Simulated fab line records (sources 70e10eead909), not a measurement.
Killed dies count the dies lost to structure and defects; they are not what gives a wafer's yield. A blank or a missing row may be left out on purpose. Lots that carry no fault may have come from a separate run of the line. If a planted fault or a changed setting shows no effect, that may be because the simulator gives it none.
Matching of chambers -- flow nand harc -- NHARC_A_CONTACT_DESCUM_13 on rie diel-12 has 4 sister chambers
The step chemistry O2, time 3 s. 4 wafers are shown with their chamber, then 12 later ones without.

## WAFERS WITH THEIR CHAMBER
wafer,chamber,drypump motor current A (A)
L081.5,0,5.5
L091.2,2,5.1
L091.3,3,6.5
L091.4,1,5.8

## WAFERS WITH NO CHAMBER GIVEN
wafer,drypump motor current A (A)
L092.1,6.6
L092.2,5.8
L092.5,5.1
L090.1,6.5
L090.2,5.5
L090.3,5.8
L094.2,6.5
L094.4,6.5
L094.5,5.4
L097.1,5.1
L097.2,5.8
L097.5,5.5

## EACH ONE'S CHAMBER
wafer,from the rows above,in truth
L092.1,3,3
L092.2,1,1
L092.5,2,2
L090.1,3,3
L090.2,0,0
L090.3,1,1
L094.2,3,3
L094.4,3,3
L094.5,0,0
L097.1,2,2
L097.2,1,1
L097.5,0,0
Correctly placed: 12 of 12. Can't be placed from these rows: 0. Placed wrongly: 0.
How it was worked out, from the rows above alone: a wafer's distance from a chamber is the root of the sum, over the readings, of the square of ((its reading less the chamber's mean) divided by the reading's scatter). The wafer belongs to the nearest chamber; if the next one is less than 2 further off, it can't be placed. A chamber's mean is the mean of its shown wafers. The scatter: with one shown wafer a chamber, the root of the mean of the squares of how far each hidden wafer lies from its nearest shown one.
